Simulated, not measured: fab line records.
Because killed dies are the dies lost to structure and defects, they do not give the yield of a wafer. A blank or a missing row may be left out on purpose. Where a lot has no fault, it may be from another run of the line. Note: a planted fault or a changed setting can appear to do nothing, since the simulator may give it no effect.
Chamber matching / flow n5 finfet / 4 sister chambers for N5_HKMG_FIN_ETCH_67 on rie diel-03
The step etches SOC in N2/H2, stops on TiN, target depth 388.9 nm. 4 wafers are shown with their chamber, then 10 later ones without.

WAFERS, EACH WITH ITS CHAMBER
wafer=L092.3; chamber=1; drypump motor current A (A)=5.80
wafer=L092.5; chamber=0; drypump motor current A (A)=5.54
wafer=L093.1; chamber=3; drypump motor current A (A)=5.66
wafer=L093.2; chamber=2; drypump motor current A (A)=5.98

WAFERS WITH NO CHAMBER GIVEN
wafer=L093.3; drypump motor current A (A)=5.78
wafer=L093.4; drypump motor current A (A)=5.53
wafer=L093.5; drypump motor current A (A)=5.77
wafer=L093.6; drypump motor current A (A)=5.98
wafer=L095.1; drypump motor current A (A)=5.63
wafer=L095.2; drypump motor current A (A)=5.99
wafer=L095.3; drypump motor current A (A)=5.78
wafer=L095.4; drypump motor current A (A)=5.53
wafer=L095.5; drypump motor current A (A)=5.78
wafer=L095.6; drypump motor current A (A)=5.98

WHICH CHAMBER EACH WENT THROUGH
wafer=L093.3; from the rows above=1; in truth=1
wafer=L093.4; from the rows above=0; in truth=0
wafer=L093.5; from the rows above=1; in truth=1
wafer=L093.6; from the rows above=2; in truth=2
wafer=L095.1; from the rows above=3; in truth=3
wafer=L095.2; from the rows above=2; in truth=2
wafer=L095.3; from the rows above=1; in truth=1
wafer=L095.4; from the rows above=0; in truth=0
wafer=L095.5; from the rows above=1; in truth=1
wafer=L095.6; from the rows above=2; in truth=2
10 of 10 placed correctly. Can't be placed from these rows: 0. 0 placed wrongly.
How it was worked out, from the rows above alone: a wafer's distance from a chamber is the root of the sum, over the readings, of the square of ((its reading less the chamber's mean) divided by the reading's scatter). If the next closest chamber is less than 2 further off than the closest, the wafer can't be placed; otherwise it belongs to the closest. Each chamber's mean is taken over the wafers shown for it. The scatter (one wafer shown for each chamber): square how far every hidden wafer sits from the nearest shown wafer, average those squares and take the square root.
